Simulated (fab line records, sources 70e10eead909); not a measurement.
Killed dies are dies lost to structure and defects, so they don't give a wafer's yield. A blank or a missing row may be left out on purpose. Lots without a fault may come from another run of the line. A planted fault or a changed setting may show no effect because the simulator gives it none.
A sampling plan put to the test | flow nand_harc | one fab line, 20 faults that these records tell of, each judged on the records of the lots that it struck
The plan is the line's own looks: the steps of the route at which a gauge or an inspection reads the wafer and doesn't change it. A look can be judged if struck wafers have a number there and the file gives its usual mean and standard deviation on fault-free wafers. Caught: at a look after the fault's first step, the mean of the struck wafers lies 4 or more of those standard deviations (sigma) from the usual mean. On the tool: the same test on the tool's own readings at the fault's steps. Another recipe on the struck wafers, or a record that is blank for them alone, also counts as caught.

THE FAULTS, as the simulator had put them in
1. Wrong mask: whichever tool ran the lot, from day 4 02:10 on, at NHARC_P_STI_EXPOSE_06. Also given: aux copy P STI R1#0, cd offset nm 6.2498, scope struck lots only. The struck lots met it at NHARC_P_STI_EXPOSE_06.
2. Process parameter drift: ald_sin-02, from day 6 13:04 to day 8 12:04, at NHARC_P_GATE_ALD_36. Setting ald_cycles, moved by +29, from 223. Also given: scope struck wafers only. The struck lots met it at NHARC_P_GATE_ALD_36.
3. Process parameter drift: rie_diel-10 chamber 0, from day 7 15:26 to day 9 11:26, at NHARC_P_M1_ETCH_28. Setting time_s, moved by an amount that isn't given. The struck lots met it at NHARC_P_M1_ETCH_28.
4. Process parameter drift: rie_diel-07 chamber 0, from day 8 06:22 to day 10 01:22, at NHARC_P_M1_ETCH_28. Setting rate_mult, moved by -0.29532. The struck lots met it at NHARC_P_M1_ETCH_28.
5. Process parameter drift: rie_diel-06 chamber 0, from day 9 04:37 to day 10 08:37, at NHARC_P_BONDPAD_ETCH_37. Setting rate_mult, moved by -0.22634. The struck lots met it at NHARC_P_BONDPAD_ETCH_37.
6. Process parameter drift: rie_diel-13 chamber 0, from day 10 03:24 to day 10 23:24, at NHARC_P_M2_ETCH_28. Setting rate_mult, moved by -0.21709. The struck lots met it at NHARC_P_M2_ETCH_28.
7. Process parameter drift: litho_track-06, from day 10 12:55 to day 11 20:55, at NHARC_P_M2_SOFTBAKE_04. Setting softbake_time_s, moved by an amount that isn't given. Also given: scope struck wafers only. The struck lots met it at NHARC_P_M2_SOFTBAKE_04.
8. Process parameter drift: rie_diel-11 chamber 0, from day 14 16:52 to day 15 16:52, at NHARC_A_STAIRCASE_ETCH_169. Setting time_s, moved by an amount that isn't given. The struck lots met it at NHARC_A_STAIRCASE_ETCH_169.
9. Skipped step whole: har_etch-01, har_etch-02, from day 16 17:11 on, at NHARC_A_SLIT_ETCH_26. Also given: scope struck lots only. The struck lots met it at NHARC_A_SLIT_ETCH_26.
10. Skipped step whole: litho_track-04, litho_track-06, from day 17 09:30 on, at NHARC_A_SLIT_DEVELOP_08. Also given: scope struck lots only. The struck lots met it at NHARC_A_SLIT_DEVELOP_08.
11. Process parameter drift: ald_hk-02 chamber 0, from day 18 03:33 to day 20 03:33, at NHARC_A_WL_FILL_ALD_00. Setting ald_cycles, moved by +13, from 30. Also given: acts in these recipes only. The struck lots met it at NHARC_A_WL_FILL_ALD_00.
12. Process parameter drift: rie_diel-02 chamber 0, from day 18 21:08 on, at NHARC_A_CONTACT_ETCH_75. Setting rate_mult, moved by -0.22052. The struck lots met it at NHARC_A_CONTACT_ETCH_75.
13. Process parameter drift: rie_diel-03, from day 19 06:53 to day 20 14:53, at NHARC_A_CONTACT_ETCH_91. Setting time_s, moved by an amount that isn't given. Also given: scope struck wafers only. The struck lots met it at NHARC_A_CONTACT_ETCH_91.
14. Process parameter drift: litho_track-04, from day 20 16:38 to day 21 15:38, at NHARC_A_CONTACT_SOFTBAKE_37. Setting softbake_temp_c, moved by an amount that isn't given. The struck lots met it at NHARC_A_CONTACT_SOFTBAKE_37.
15. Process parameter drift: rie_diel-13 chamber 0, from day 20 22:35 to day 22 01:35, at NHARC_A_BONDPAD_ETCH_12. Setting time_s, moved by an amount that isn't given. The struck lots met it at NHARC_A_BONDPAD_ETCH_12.
16. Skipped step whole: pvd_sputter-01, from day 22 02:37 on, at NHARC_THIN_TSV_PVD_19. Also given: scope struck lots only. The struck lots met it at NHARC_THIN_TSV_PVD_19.
17. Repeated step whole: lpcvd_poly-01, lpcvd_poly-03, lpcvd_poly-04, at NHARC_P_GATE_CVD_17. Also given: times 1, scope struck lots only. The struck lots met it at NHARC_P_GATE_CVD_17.
18. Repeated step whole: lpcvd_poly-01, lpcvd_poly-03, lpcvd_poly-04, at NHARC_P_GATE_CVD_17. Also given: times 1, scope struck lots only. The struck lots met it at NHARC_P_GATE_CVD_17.
19. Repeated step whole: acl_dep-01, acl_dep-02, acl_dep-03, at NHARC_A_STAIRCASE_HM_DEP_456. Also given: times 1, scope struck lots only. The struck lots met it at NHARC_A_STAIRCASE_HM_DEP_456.
20. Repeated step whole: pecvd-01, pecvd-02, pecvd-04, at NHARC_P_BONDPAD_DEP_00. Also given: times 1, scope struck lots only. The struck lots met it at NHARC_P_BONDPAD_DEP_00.

WHAT THE PLAN SAW
fault | on the tool itself                               | first look that catches it                   | reading, sigma                                       | median hours from its first step to that look | hours from the fault's start to the first struck lot there | judged looks passed uncaught
1     | no reading that can be judged                    | no look after it can be judged               | -                                                    | -                                             | -                                                          | 0
2     | under 2 sigma                                    | no look after it can be judged               | -                                                    | -                                             | -                                                          | 0
3     | run_length_s -52 sigma                           | no look after it can be judged               | -                                                    | -                                             | -                                                          | 0
4     | oes_product_au -18 sigma                         | no look after it can be judged               | -                                                    | -                                             | -                                                          | 0
5     | oes_product_au -18 sigma                         | no look after it can be judged               | -                                                    | -                                             | -                                                          | 0
6     | oes_product_au -13 sigma                         | not the one look that can be judged after it | -                                                    | -                                             | -                                                          | 1
7     | heater_power_total_W +99 or beyond sigma         | not the one look that can be judged after it | strongest: sort_bin_4_pct at NHARC_END_SORT_01, +2.0 | -                                             | -                                                          | 1
8     | run_length_s +31 sigma                           | no look after it can be judged               | -                                                    | -                                             | -                                                          | 0
9     | the tool's record is blank for the struck wafers | no look after it can be judged               | -                                                    | -                                             | -                                                          | 0
10    | the tool's record is blank for the struck wafers | no look after it can be judged               | -                                                    | -                                             | -                                                          | 0
11    | under 2 sigma                                    | no look after it can be judged               | -                                                    | -                                             | -                                                          | 0
12    | oes_product_au -15 sigma                         | no look after it can be judged               | -                                                    | -                                             | -                                                          | 0
13    | run_length_s -94 sigma                           | no look after it can be judged               | -                                                    | -                                             | -                                                          | 0
14    | heater_power_total_W -36 sigma                   | not the one look that can be judged after it | -                                                    | -                                             | -                                                          | 1
15    | run_length_s -19 sigma                           | no look after it can be judged               | -                                                    | -                                             | -                                                          | 0
16    | the tool's record is blank for the struck wafers | no look after it can be judged               | -                                                    | -                                             | -                                                          | 0
17    | under 2 sigma                                    | no look after it can be judged               | -                                                    | -                                             | -                                                          | 0
18    | under 2 sigma                                    | no look after it can be judged               | -                                                    | -                                             | -                                                          | 0
19    | under 2 sigma                                    | not the one look that can be judged after it | -                                                    | -                                             | -                                                          | 1
20    | under 2 sigma                                    | no look after it can be judged               | -                                                    | -                                             | -                                                          | 0
A dash: the fault isn't caught, or these records don't give the number.

Caught at a look: 0 of 20. Caught on the tool: 13 of 20. By one or the other: 13 of 20.
Caught on the tool alone: faults 3, 4, 5, 6, 7, 8, 9, 10, 12, 13, 14, 15, 16.
Caught by neither: faults 1, 2, 11, 17, 18, 19, 20.
